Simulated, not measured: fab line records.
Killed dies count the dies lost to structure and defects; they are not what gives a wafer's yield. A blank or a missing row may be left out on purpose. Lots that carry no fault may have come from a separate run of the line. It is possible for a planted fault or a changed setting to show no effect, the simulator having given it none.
A struck lot beside a sound one -- flow n5-finfet -- 36 out of 1938 route steps
Sound: wafers L876.2, L876.4, L876.5. Wafers struck: L882.2, L882.4, L882.6. The cause is given at the end.
Order at every step that has rows: each side's tool, ch and its chambers, its first start. Under that, the readings that differ: sound wafers -- struck wafers -- difference of the means -- sigmas: that difference in standard deviations of wafers without a fault.
alike: same words and numbers on both sides, and readings whose means sit less than 2 such deviations apart. not compared: any withheld reading, any reading some wafer has no value for, any bound like >300 that may hide the same value, and any number with overlapping values for which the record gives no deviation.
A row with sigmas, a row that says differs or no value, or rows on one side alone: a step with any of these is where the two part. Numbers that have no deviation but don't overlap get no sigmas and don't part them. A reading missing from all wafers of one side parts the sides only when that side holds two or more wafers.

first, 9 steps without rows for these wafers: N5_BEOL_M4_ANNEAL_95 (time 240 s); N5_BEOL_M4_SPUTTER_96 (material Cu, target thk 4.5 nm, time 8.29 s); N5_BEOL_M4_ECD_50 (material Cu, target thk 300 nm); N5_BEOL_M4_ANNEAL_51 (time 90 s); N5_BEOL_M4_CMP_52 (polishes, stops on SiOC, t overpolish 6.8 s, target thk 40 nm); N5_BEOL_M4_PRE_CLEAN_60 (time 15 s); N5_BEOL_M4_CO_CAP_55 (material Co, precursor CCTBA/H2, target thk 2 nm, time 102.1 s); N5_BEOL_M4_PRE_CLEAN_56 (time 15 s); N5_BEOL_M4_DEP_57 (deposits SiCN from 3MS/NH3, target thk 8 nm, time 14 s).
N5_BEOL_M4_RC_MEAS_101:
  sound on prober-02 ch 0, day 9 02:17; struck on prober-01 ch 0, day 10 09:43
  alike: DIBL_N, DIBL_P, IOFF_N, IOFF_P, ION_N, ION_P, SS_N, SS_P, VT_N, VT_P
then, 24 steps without rows for these wafers: N5_BEOL_M5_ILD_DEP_00 (deposits SiCOH lowk from DEMS/porogen, target thk 140.64 nm, time 25.9 s); N5_BEOL_M5_CURE_79 (cures SiCOH lowk, time 240 s); N5_BEOL_M5_PECVD_70 (deposits SiO2 from TEOS/O2, target thk 16 nm, time 18 s); N5_BEOL_M5_HM_DEP_02 (deposits TiN, target thk 20 nm); N5_BEOL_M5_COAT_59 (time 60 s, resist thk 60 nm); N5_BEOL_M5_COAT_60 (time 60 s, resist thk 12 nm); N5_BEOL_M5_COAT_71 (time 60 s, resist thk 5 nm); N5_BEOL_M5_COAT_05 (resist thk 30 nm); N5_BEOL_M5_EBR_07; N5_BEOL_M5_SOFTBAKE_06 (time 60 s); N5_BEOL_M5_EXPOSE_08 (exposes mask M5, target cd 28 nm); N5_BEOL_M5_PEB_09 (peb time 60 s); N5_BEOL_M5_DEVELOP_10 (develop time 30 s); N5_BEOL_M5_DESCUM_16 (chemistry O2, time 7 s); N5_BEOL_M5_ETCH_72 (etches underlayer in N2/H2, target depth 6.5 nm, time 5.2 s); N5_BEOL_M5_ETCH_61 (etches SiARC in CF4, target depth 15.6 nm, time 26 s); N5_BEOL_M5_ETCH_62 (etches SOC in N2/H2, target depth 75 nm, overetch 15 nm, time 112.5 s); N5_BEOL_M5_STRIP_63 (strips in N2/H2); N5_BEOL_M5_STRIP_73 (strips in N2/H2); N5_BEOL_M5_STRIP_64 (strips in CF4); N5_BEOL_M5_HM_OPEN_17 (chemistry Cl2/BCl3, target TiN, target depth 20 nm, overetch 6 nm); N5_BEOL_M5_STRIP_19 (strips in O2); N5_BEOL_M5_COAT_65 (time 60 s, resist thk 60 nm); N5_BEOL_M5_COAT_66 (time 60 s, resist thk 12 nm).
-- record jumps: 4 days separate the struck wafers' starts on either side; left off in module BEOL_M5, taken up again in module MIM_TOP, whose first shown step is the route's number 1834 --
N5_MIM_TOP_ALD_00: deposits Al2O3, purge time 3 s, co reactant pulse time 3 s.
  sound on ald-hk-01 ch 2,3, day 12 21:50; struck on ald-hk-02 ch 0,1,2, day 14 06:41
reading,sound,struck,difference,sigmas
precursor-pulse-height-rel,0.985 1.016 1.003,- - -,no value on the struck wafers,
N5_PASSIVATION_PROBE_49:
  the record has rows for the struck wafers here (prober-01, day 14 18:20) and none for the sound ones

== WHERE THEY PART ==
Earliest at N5_MIM_TOP_ALD_00; latest, in this record, at N5_PASSIVATION_PROBE_49.

WHY: what the simulator had put in
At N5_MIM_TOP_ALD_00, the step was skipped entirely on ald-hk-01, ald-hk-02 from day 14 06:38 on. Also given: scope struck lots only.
